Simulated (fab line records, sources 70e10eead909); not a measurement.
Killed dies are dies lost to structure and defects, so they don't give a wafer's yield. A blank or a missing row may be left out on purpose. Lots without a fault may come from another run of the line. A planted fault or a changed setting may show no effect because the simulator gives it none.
fab line records | flow nand_harc
record lots=6 wafers=18 last_day=32
route steps=1302 shown A_M0@1148 END@1302
lots that met no fault: from a run of the same line without faults
start_h: hours from the record's first day to the start of the lot's first wafer shown | wait_h: hours since the lot's step before | " the same as in the row above | L1.1+2: a row that stands for several wafers | - no value, or no start given | * or withheld: withheld | < > ~ a bound
route shown NAME@n: a module of which the file shows steps, and the number in the route of the first | usual: mean/standard deviation of fault-free wafers | same: alike in all rows | chamber/n: place in a boat | sites: the reading at each site | _std_site: their standard deviation | _edge_site: outer sites' mean less inner sites' | radius_mm: how far each site lies from the wafer's centre | mask NAME#n: copy n | behind: the tool/chamber that last shaped the wafer | hold: why the lot was held/for how many hours/how that ended | device: the transistor (n, p or np) that didn't switch | end of line: the same wafers' tests at the end of the route | a step without rows: its recipe alone | killed: dies lost to structure and defects at the first sort, not the wafer's yield | map: a wafer's dies, x killed, . not, _ none there
set.NAME: the setting as run; set.NAME@STEP: as run at that earlier step | model.NAME: the simulator's own value behind a step, which no gauge read
lots at some steps of the route; a table a step, a row a wafer
services: from which hour (start_h, from the record's first day; less than 0 if before it) a tool's chamber was out of use, for how many hours, and why
## steps
# step NHARC_A_M0_OVL_MEAS_10
# recipe pitch_nm=160
# usual overlay_x_nm=-0.1/0.94 overlay_y_nm=-0.1/0.92
# columns lot.wafer tool chamber start_h wait_h overlay_x_nm overlay_y_nm
L539.2 overlay-02 - 535.19 - -0.6 -0.5
L539.4 " - " " -0.3 -0.9
L539.6 " - " " -0.7 -0.4
L542.1 overlay-02 - 584.35 - 0.6 -0.8
L542.5 " - " " 0.4 0.0
L542.6 " - " " 1.0 -0.1
L544.1 overlay-02 - 588.29 - -0.9 0.2
L544.2 " - " " -0.2 0.6
L544.5 " - " " -0.2 1.1
L549.4 overlay-02 - 626.27 - 0.9 0.8
L549.5 " - " " 0.9 1.2
L549.6 " - " " 0.9 0.8
L554.2 overlay-01 - 672.16 - -0.1 0.4
L554.3 " - " " 0.0 0.4
L554.4 " - " " 0.0 0.0
L558.1 overlay-01 - 731.59 - -1.3 1.0
L558.4 " - " " -1.9 1.3
L558.5 " - " " -1.8 0.8
# step NHARC_A_M0_INSPECT_11
# usual raw_defect_count=91/39
# columns lot.wafer tool chamber start_h wait_h raw_defect_count
L539.2 defect_inspect-01 - 535.23 0.0 106
L539.4 " - " " 120
L539.6 " - " " 101
L542.1 defect_inspect-01 - 584.39 0.0 60
L542.5 " - " " 63
L542.6 " - " " 68
L544.1 defect_inspect-02 - 588.33 0.0 70
L544.2 " - " " 72
L544.5 " - " " 81
L549.4 defect_inspect-01 - 626.30 0.0 56
L549.5 " - " " 37
L549.6 " - " " 55
L554.2 defect_inspect-02 - 672.19 0.0 147
L554.3 " - " " 156
L554.4 " - " " 133
L558.1 defect_inspect-01 - 731.62 0.0 35
L558.4 " - " " 40
L558.5 " - " " 46
# step NHARC_A_M0_DESCUM_14
# recipe time_s=3 o2_flow_sccm=200 ar_flow_sccm=0 bias_power_w=0 chemistry=O2
# step NHARC_A_M0_ETCH_34
# recipe target_depth_a=400 overetch_a=120 time_s=43.94 ion_energy_ev=200 n2_flow_sccm=150 h2_flow_sccm=150 ar_flow_sccm=0 rf_w=400 bias_w=150 chemistry=N2/H2
# step NHARC_A_M0_ETCH_15
# recipe target_depth_a=1500 overetch_a=150 time_s=82.5 c4f8_flow_sccm=withheld ar_flow_sccm=400 rf_w=600 bias_w=300 chemistry=C4F8/Ar
# usual bias_w=300.0/0.94 oes_product_au=0.947/0.024 rf_vpp_V=441.3/2.9
# columns lot.wafer tool chamber start_h wait_h bias_w oes_product_au rf_hours_counter_h rf_vpp_V
L539.2 rie_diel-01 0 - - 301.4 0.937 7.2 441.6
L539.4 " 1 " " 300.9 0.917 5.9 437.4
L539.6 " 3 " " 301.2 0.939 - 444.0
L542.1 rie_diel-13 3 - - 299.4 0.990 2.8 438.8
L542.6 " 1 " " 299.3 0.954 - 438.9
L542.5 " 2 " " 302.2 0.918 - 444.3
L544.2 rie_diel-09 1 - - 300.1 0.937 4.2 440.6
L544.1 " 2 " " 301.2 0.908 5.2 438.4
L544.5 " 2 " " 301.1 0.911 - 436.4
L549.4 rie_diel-09 1 - - 301.7 0.933 5.8 440.8
L549.5 " 2 " " 298.1 0.912 - 439.2
L549.6 " 3 " " 299.9 0.921 - 444.0
L554.4 rie_diel-09 0 - - 300.5 0.969 8.9 441.2
L554.3 " 1 " " 301.0 0.979 8.4 442.8
L554.2 " 2 " " 299.8 0.972 10.4 436.8
L558.4 rie_diel-01 0 - - 299.7 0.985 8.0 439.2
L558.1 " 1 " " 299.3 0.971 7.4 438.5
L558.5 " 2 " " 298.4 0.965 - 444.3
# step NHARC_A_M0_CD_MEAS_16
# usual cd_nm=79.5/0.96
# columns lot.wafer tool chamber start_h wait_h cd_nm
L539.2 cd_sem-02 - 535.59 - 78.6
L539.4 " - " " 77.5
L539.6 " - " " 78.9
L542.1 cd_sem-01 - 584.75 - 80.7
L542.5 " - " " 79.8
L542.6 " - " " 81.1
L544.1 cd_sem-03 - 588.69 - 78.3
L544.2 " - " " 78.1
L544.5 " - " " 80.0
L549.4 cd_sem-01 - 626.67 - 78.8
L549.5 " - " " 80.6
L549.6 " - " " 79.8
L554.2 cd_sem-02 - 672.55 - 80.0
L554.3 " - " " 79.5
L554.4 " - " " 79.1
L558.1 cd_sem-02 - 731.98 - 78.7
L558.4 " - " " 78.2
L558.5 " - " " 78.8
# step NHARC_A_M0_STRIP_18
# recipe power_w=1000 n2_flow_sccm=150 h2_flow_sccm=150 ar_flow_sccm=0 bias_w=0 chemistry=N2/H2
# step NHARC_A_M0_STRIP_19
# recipe time_s=600 temp_c=30 chemistry=post_etch_residue_remover
# step NHARC_A_M0_DEGAS_28
# recipe temp_c=250 time_s=60
# usual heater_power_w=335/23 susceptor_temp_C=250.02/0.17
# columns lot.wafer tool chamber start_h wait_h heater_power_w susceptor_temp_C
L539.4 pvd_sputter-02 - 536.22 - 327 -
L539.2 " - " " 362 -
L539.6 " - " " 354 -
L542.1 pvd_sputter-03 - 585.39 - 359 250.04
L542.6 " - " " 321 250.00
L542.5 " - " " 348 250.10
L544.2 pvd_sputter-01 - 589.32 - 341 249.81
L544.1 " - " " 291 250.11
L544.5 " - " " 346 249.78
L549.4 pvd_sputter-03 - 627.28 - 358 250.27
L549.5 " - " " 362 250.05
L549.6 " - " " 319 249.99
L554.3 pvd_sputter-02 - 673.16 - 349 250.06
L554.4 " - " " 343 249.99
L554.2 " - " " 302 249.88
L558.4 pvd_sputter-02 - 732.61 - 307 249.78
L558.1 " - " " 336 249.96
L558.5 " - " " 333 249.92
# step NHARC_A_M0_PRE_CLEAN_29
# recipe time_s=30 temp_c=280 gas=H2/He
# step NHARC_A_M0_PVD_20
# recipe target_thk_a=50 bias_v=168.6 power_w=15000 chamber_pressure_pa=0.12 time_s=8.06 substrate_temp_c=50 material=TaN
# usual substrate_temp_c=49.98/0.1 throttle_valve_pct=30.0/1.1
# columns lot.wafer tool chamber start_h wait_h substrate_temp_c throttle_valve_pct
L539.2 pvd_sputter-02 - - - 50.15 30.7
L539.4 " - " " 50.16 31.5
L539.6 " - " " 49.97 30.7
L542.1 pvd_sputter-03 - - - 49.81 29.7
L542.6 " - " " 50.08 29.1
L542.5 " - " " 49.87 29.9
L544.1 pvd_sputter-01 - - - 49.89 31.2
L544.2 " - " " 49.78 29.2
L544.5 " - " " 50.04 31.5
L549.4 pvd_sputter-03 - - - 49.98 28.0
L549.6 " - " " 50.02 27.6
L549.5 " - " " 50.03 29.9
L554.3 pvd_sputter-02 - - - 49.97 31.6
L554.2 " - " " 49.96 31.2
L554.4 " - " " 50.00 29.9
L558.4 pvd_sputter-02 - - - 50.11 29.9
L558.1 " - " " 49.85 32.0
L558.5 " - " " 50.01 30.9
# step NHARC_A_M0_PVD_21
# recipe target_thk_a=300 chamber_pressure_pa=5 power_w=5000 substrate_temp_c=30 time_s=20.49 material=Cu
# usual substrate_temp_c=30.01/0.12 throttle_valve_pct=30.0/1.1
# columns lot.wafer tool chamber start_h wait_h substrate_temp_c throttle_valve_pct
L539.4 pvd_sputter-02 - - - 29.96 30.0
L539.2 " - " " 30.30 31.7
L539.6 " - " " 29.93 30.8
L542.1 pvd_sputter-03 - - - 30.08 28.9
L542.6 " - " " 30.07 28.9
L542.5 " - " " 30.18 30.2
L544.1 pvd_sputter-01 - - - 30.03 30.3
L544.2 " - " " 30.13 31.5
L544.5 " - " " 29.94 30.2
L549.4 pvd_sputter-03 - - - 29.87 27.9
L549.5 " - " " 29.99 27.7
L549.6 " - " " 29.95 29.8
L554.3 pvd_sputter-02 - - - 29.99 32.1
L554.4 " - " " 30.10 29.7
L554.2 " - " " 29.85 31.0
L558.1 pvd_sputter-02 - - - 29.96 31.8
L558.4 " - " " 30.05 30.1
L558.5 " - " " 30.16 29.9
# step NHARC_A_M0_ECD_22
# recipe target_thk_a=4000 bath_temp_c=25 material=Cu
# columns lot.wafer tool chamber start_h wait_h
L539.2+4+6 ecd_cu-02 1,0,1 536.57 -
L542.1+6+5 ecd_cu-02 0,1,0 585.79 -
L544.1+2+5 ecd_cu-02 1,0,1 589.67 -
L549.4+6+5 ecd_cu-01 0,1,0 627.96 -
L554.2+3+4 ecd_cu-02 1,1,0 673.52 -
L558.1+4+5 ecd_cu-02 1,0,0 732.96 -
# step NHARC_A_M0_ANNEAL_30
# recipe temp_c=225 time_s=90
# usual wafer_temp_C_max=225.89/0.25
# columns lot.wafer tool chamber start_h wait_h wafer_temp_C_max
L539.2 rtp_anneal-01 0 537.00 0.4 225.92
L539.4 " 0 " " 225.87
L539.6 " 0 " " 225.68
L542.1 rtp_anneal-01 0 586.12 - 226.10
L542.5 " 0 " " 226.02
L542.6 " 0 " " 225.70
L544.1 rtp_anneal-02 0 590.05 - 225.75
L544.2 " 0 " " 225.40
L544.5 " 0 " " 225.79
L549.4 rtp_anneal-01 0 628.45 - 226.28
L549.5 " 0 " " 226.24
L549.6 " 0 " " 226.14
L554.2 rtp_anneal-01 0 673.95 - 225.74
L554.3 " 0 " " 225.86
L554.4 " 0 " " 225.92
L558.1 rtp_anneal-02 0 733.37 0.4 226.07
L558.4 " 0 " " 225.94
L558.5 " 0 " " 225.80
# step NHARC_A_M0_CMP_23
# recipe t_overpolish_s=20 target_thk_nm=113.75
# usual motor_current_A=11.3/1.1 time_to_endpoint_s=28.3/2.7
# same t_overpolish_s=20
# columns lot.wafer tool chamber start_h wait_h motor_current_A time_to_endpoint_s
L539.2 cmp-03 2 537.29 - 10.4 22.4
L539.4 " 0 " " 13.1 26.5
L539.6 " 3 " " 12.3 29.3
L542.1 cmp-03 0 586.55 - 12.4 41.6
L542.5 " 1 " " 11.0 42.1
L542.6 " 2 " " 10.2 22.8
L544.1 cmp-01 2 590.42 - 10.8 31.0
L544.2 " 3 " " 10.5 42.0
L544.5 " 1 " " 9.9 24.8
L549.4 cmp-03 1 628.72 - 10.7 29.7
L549.5 " 2 " " 9.8 25.6
L549.6 " 3 " " 11.8 32.2
L554.3 cmp-04 0 674.28 - 10.8 30.0
L554.2 " 1 " " 13.8 29.4
L554.4 " 2 " " 11.8 30.5
L558.4 cmp-04 0 733.72 - 10.7 25.7
L558.1 " 1 " " 12.2 27.2
L558.5 " 1 " " 12.6 26.4
# step NHARC_A_M0_THK_MEAS_24
# recipe thk_meas_gauge=xrf
# usual thk_nm=113.4/1.5
# columns lot.wafer tool chamber start_h wait_h thk_nm
L539.2 film_metro-02 - 537.60 - 111.3
L539.4 " - " " 111.1
L539.6 " - " " 115.9
L542.1 film_metro-01 - 586.78 - 113.6
L542.5 " - " " 113.4
L542.6 " - " " 111.2
L544.1 film_metro-01 - 590.71 - 113.7
L544.2 " - " " 112.3
L544.5 " - " " 112.8
L549.4 film_metro-02 - 628.95 - 112.9
L549.5 " - " " 113.1
L549.6 " - " " 112.3
L554.2 film_metro-02 - 674.60 - 113.9
L554.3 " - " " 113.0
L554.4 " - " " 113.1
L558.1 film_metro-02 - 734.04 - 112.8
L558.4 " - " " 111.4
L558.5 " - " " 111.5
# step NHARC_END_SORT_01
# recipe temp_c=25
# usual defect_limited_yield=91.5/2.5 killed_at_array=52/17 killed_at_other=1.2/1.4 killed_at_periphery=4.7/2.9 killed_dies=58/17 killed_open=3.2/1.9 killed_short=2.4/1.4 sort_bin_2_pct=3.0/1.1 sort_bin_3_pct=0.6/0.37 sort_bin_4_pct=4.8/1.4 sort_n_pass=619/17 sort_rim_yield_pct=90/4.9 sort_yield_pct=91.5/2.5
# same gross_dies=677 sort_bin_5_pct[%]=0 sort_bin_6_pct[%]=0 sort_bin_7_pct[%]=0 sort_bin_8_pct[%]=0 sort_rim_n_gross=106.00
# columns lot.wafer tool chamber start_h wait_h defect_limited_yield[%] killed_at_array killed_at_other killed_at_periphery killed_dies killed_open killed_short sort_bin_2_pct[%] sort_bin_3_pct[%] sort_bin_4_pct[%] sort_n_pass sort_rim_yield_pct[%] sort_yield_pct[%]
L539.2 prober-02 0 577.57 2.8 90.7 53 0 10 63 4 3 4.0 0.6 4.7 614 85 90.7
L539.4 prober-02 0 579.18 3.4 90.8 55 3 4 62 3 3 3.8 0.6 4.7 615 86 90.8
L539.6 prober-02 0 580.79 4.0 92.9 44 1 3 48 4 2 2.1 0.7 4.3 629 89 92.9
L542.1 prober-02 0 624.86 2.5 94.1 35 0 5 40 1 2 1.9 0.4 3.5 637 89 94.1
L542.5 prober-02 0 628.08 3.7 92.5 39 0 12 51 6 0 2.1 0.3 5.2 626 90 92.5
L542.6 prober-02 0 628.89 4.0 95.0 30 0 4 34 1 2 2.1 0 3.0 643 90 95.0
L544.1 prober-01 0 628.17 2.5 92.2 43 2 8 53 1 1 2.8 0.4 4.6 624 88 92.2
L544.2 prober-01 0 628.97 2.8 90.5 51 0 13 64 3 2 2.5 0.6 6.4 613 95 90.5
L544.5 prober-01 0 631.36 3.7 89.8 61 1 7 69 2 4 3.8 1.0 5.3 608 93 89.8
L549.4 prober-02 0 670.91 3.4 93.8 36 1 5 42 5 3 2.4 0.1 3.7 635 92 93.8
L549.5 prober-02 0 671.71 3.7 94.2 31 3 5 39 3 5 1.8 0.3 3.7 638 90 94.2
L549.6 prober-02 0 672.51 4.0 92.5 47 1 3 51 6 0 1.9 0.4 5.2 626 95 92.5
L554.2 prober-02 0 716.10 2.8 88.9 70 3 2 75 4 0 4.3 1.0 5.8 602 80 88.9
L554.3 prober-02 0 716.89 3.1 89.1 69 1 4 74 6 1 4.0 1.0 5.9 603 83 89.1
L554.4 prober-02 0 717.69 3.4 88.9 71 1 3 75 4 2 4.1 1.2 5.8 602 93 88.9
L558.1 prober-02 0 772.88 2.5 94.5 33 1 3 37 3 0 1.8 0.1 3.5 640 95 94.5
L558.4 prober-02 0 775.28 3.4 94.2 32 1 6 39 4 4 1.6 0.6 3.5 638 89 94.2
L558.5 prober-02 0 776.08 3.7 92.3 44 3 5 52 5 2 2.2 0.4 5.0 625 94 92.3
# killed by level:class
L539.2 A_CHANNEL_HOLE_D1:chamber_film_flake=22 A_CHANNEL_HOLE_D2:chamber_film_flake=19 P_CONTACT:chamber_film_flake=5 P_GATE:chamber_film_flake=3 A_ZERO_WELL:chamber_film_flake=2 A_WL_FILL:chamber_film_flake=2 P_M0:geometric_particle:open=1 A_ONON_D1:geometric_particle:open=1
L539.4 A_CHANNEL_HOLE_D1:chamber_film_flake=29 A_CHANNEL_HOLE_D2:chamber_film_flake=18 A_WL_FILL:chamber_film_flake=3 P_CONTACT:chamber_film_flake=2 THIN_TSV:chamber_film_flake=2 P_M0:geometric_particle:short=1 A_CHANNEL_FILL_D1:geometric_particle:short=1 A_CHANNEL_FILL_D2:geometric_particle:open=1
L539.6 A_CHANNEL_HOLE_D2:chamber_film_flake=22 A_CHANNEL_HOLE_D1:chamber_film_flake=11 A_CONTACT:chamber_film_flake=3 A_ZERO_WELL:chamber_film_flake=2 P_STI:geometric_particle:short=1 A_SOURCE_PLATE:geometric_particle:open=1 A_ONON_D1:geometric_particle:open=1 A_WL_FILL:geometric_particle:short=1
L542.1 A_CHANNEL_HOLE_D2:chamber_film_flake=21 A_SLIT:chamber_film_flake=3 A_CONTACT:chamber_film_flake=3 P_GATE:chamber_film_flake=2 A_CHANNEL_HOLE_D1:chamber_film_flake=2 P_BONDPAD:geometric_particle:short=1 A_CHANNEL_FILL_D1:geometric_particle:short=1 A_M0:geometric_particle:open=1
L542.5 A_CHANNEL_HOLE_D2:chamber_film_flake=28 P_ZERO_WELL:chamber_film_flake=3 P_M2:chamber_film_flake=3 A_BLC:geometric_particle:open=2 A_DECK1_JOINT:chamber_film_flake=2 P_STI:chamber_film_flake=2 P_GATE:chamber_film_flake=2 A_CHANNEL_HOLE_D1:chamber_film_flake=2
L544.1 A_SLIT:chamber_film_flake=15 A_CHANNEL_HOLE_D2:chamber_film_flake=9 A_CONTACT:chamber_film_flake=9 P_GATE:chamber_film_flake=4 A_CHANNEL_HOLE_D1:chamber_film_flake=3 A_STAIRCASE:chamber_film_flake=3 P_STI:chamber_film_flake=2 A_DECK1_JOINT:chamber_film_flake=2
L542.6 A_CHANNEL_HOLE_D2:chamber_film_flake=17 A_CHANNEL_HOLE_D1:chamber_film_flake=4 A_SLIT:chamber_film_flake=2 A_CONTACT:chamber_film_flake=2 P_M0:geometric_particle:short=1 A_SGD_CUT:geometric_particle:open=1 A_WL_FILL:geometric_particle:short=1 P_STI:chamber_film_flake=1
L544.2 A_SLIT:chamber_film_flake=30 P_GATE:chamber_film_flake=7 A_CHANNEL_HOLE_D2:chamber_film_flake=6 A_CONTACT:chamber_film_flake=5 A_DECK1_JOINT:chamber_film_flake=4 P_STI:chamber_film_flake=2 P_BONDPAD:chamber_film_flake=2 A_CHANNEL_HOLE_D1:chamber_film_flake=2
L544.5 A_SLIT:chamber_film_flake=31 A_CONTACT:chamber_film_flake=9 A_CHANNEL_HOLE_D2:chamber_film_flake=8 A_CHANNEL_HOLE_D1:chamber_film_flake=5 P_STI:chamber_film_flake=3 A_DECK1_JOINT:chamber_film_flake=3 P_GATE:geometric_particle:short=1 P_CONTACT:geometric_particle:open=1
L549.4 A_CHANNEL_HOLE_D2:chamber_film_flake=14 A_CONTACT:chamber_film_flake=10 A_CHANNEL_HOLE_D1:chamber_film_flake=3 P_M0:geometric_particle:short=2 P_CONTACT:chamber_film_flake=2 A_CHANNEL_FILL_D2:chamber_film_flake=2 P_CONTACT:geometric_particle:open=1 A_CHANNEL_FILL_D1:geometric_particle:open=1
L549.5 A_CHANNEL_HOLE_D2:chamber_film_flake=10 A_CHANNEL_HOLE_D1:chamber_film_flake=9 A_WL_FILL:chamber_film_flake=3 THIN_TSV:chamber_film_flake=3 A_ONON_D1:geometric_particle:short=2 P_GATE:geometric_particle:short=1 P_CONTACT:geometric_particle:open=1 P_M0:geometric_particle:short=1
L549.6 A_CHANNEL_HOLE_D2:chamber_film_flake=20 A_CONTACT:chamber_film_flake=8 A_CHANNEL_HOLE_D1:chamber_film_flake=4 A_SLIT:chamber_film_flake=3 A_BLC:chamber_film_flake=3 P_GATE:geometric_particle:open=2 A_M0:geometric_particle:open=2 A_STAIRCASE:chamber_film_flake=2
L554.2 A_CHANNEL_HOLE_D1:chamber_film_flake=28 A_CHANNEL_HOLE_D2:chamber_film_flake=15 A_SLIT:chamber_film_flake=14 A_STAIRCASE:chamber_film_flake=4 P_GATE:geometric_particle:open=2 A_CHANNEL_FILL_D1:chamber_film_flake=2 A_CHANNEL_FILL_D2:chamber_film_flake=2 A_CONTACT:chamber_film_flake=2
L554.3 A_CHANNEL_HOLE_D1:chamber_film_flake=25 A_SLIT:chamber_film_flake=15 A_CHANNEL_HOLE_D2:chamber_film_flake=9 A_CONTACT:chamber_film_flake=4 A_WL_FILL:chamber_film_flake=3 A_CONTACT:geometric_particle:open=2 P_ZERO_WELL:chamber_film_flake=2 A_ZERO_WELL:chamber_film_flake=2
L554.4 A_SLIT:chamber_film_flake=29 A_CHANNEL_HOLE_D1:chamber_film_flake=15 A_CHANNEL_HOLE_D2:chamber_film_flake=14 A_CHANNEL_FILL_D1:chamber_film_flake=4 P_ZERO_WELL:chamber_film_flake=2 A_STAIRCASE:chamber_film_flake=2 P_M0:geometric_particle:open=1 A_ONON_D1:geometric_particle:open=1
L558.1 A_CHANNEL_HOLE_D1:chamber_film_flake=19 A_SLIT:chamber_film_flake=7 P_M2:chamber_film_flake=2 A_WL_FILL:chamber_film_flake=2 A_M1:chamber_film_flake=2 P_M1:geometric_particle:open=1 A_DECK1_JOINT:geometric_particle:open=1 A_M0:geometric_particle:open=1
L558.4 A_CHANNEL_HOLE_D1:chamber_film_flake=13 A_SLIT:chamber_film_flake=7 P_M2:chamber_film_flake=3 A_STAIRCASE:chamber_film_flake=3 A_CONTACT:chamber_film_flake=2 P_CONTACT:geometric_particle:open=1 P_M0:geometric_particle:short=1 P_M1:geometric_particle:open=1
L558.5 A_CHANNEL_HOLE_D1:chamber_film_flake=15 A_SLIT:chamber_film_flake=7 A_STAIRCASE:chamber_film_flake=6 A_M1:chamber_film_flake=5 A_WL_FILL:chamber_film_flake=3 THIN_TSV:chamber_film_flake=3 A_CONTACT:chamber_film_flake=2 P_GATE:geometric_particle:open=1
## services
# columns tool chamber start_h hours kind
ecd_cu-01 - 512.20 8.0 pm
rie_diel-01 3 522.29 6.8 repair
pvd_sputter-03 - 524.13 2.9 repair
pvd_sputter-03 - 527.05 10.0 pm
cmp-03 - 536.21 0.9 repair
pvd_sputter-02 - 538.09 5.6 repair
rie_diel-01 - 557.80 9.0 pm
pvd_sputter-01 - 559.20 3.8 repair
cmp-03 - 568.87 3.5 repair
cmp-03 - 574.55 4.0 pm
pvd_sputter-01 - 590.41 10.0 pm
ecd_cu-02 - 601.09 8.0 pm
cmp-04 - 604.97 4.0 pm
pvd_sputter-01 - 619.70 1.6 repair
ecd_cu-02 - 643.36 1.1 repair
pvd_sputter-02 - 656.25 10.0 pm
cmp-03 - 672.55 4.0 pm
rie_diel-01 2 673.23 7.2 repair
rie_diel-09 - 674.10 9.0 pm
pvd_sputter-03 - 689.77 6.9 repair
rie_diel-01 3 698.22 6.4 repair
cmp-04 - 702.97 4.0 pm
pvd_sputter-03 - 705.10 10.0 pm
pvd_sputter-02 - 718.56 2.4 repair
## key
first_sign step=NHARC_A_M0_CMP_23 reading=time_to_endpoint_s direction=up sigmas=5.1 usual=* struck=*
effect none on later readings
met_at NHARC_A_M0_ECD_22
struck_wafers L542.1,L542.5,L544.2
onset_between 536.57 585.79
fault kind=process_parameter_drift tool=ecd_cu-02 chamber=0 onset_h=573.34 steps=NHARC_A_M0_ECD_22 channel=target_thk_a offset=* shape=step end_h=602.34 acts_in=* stated=*
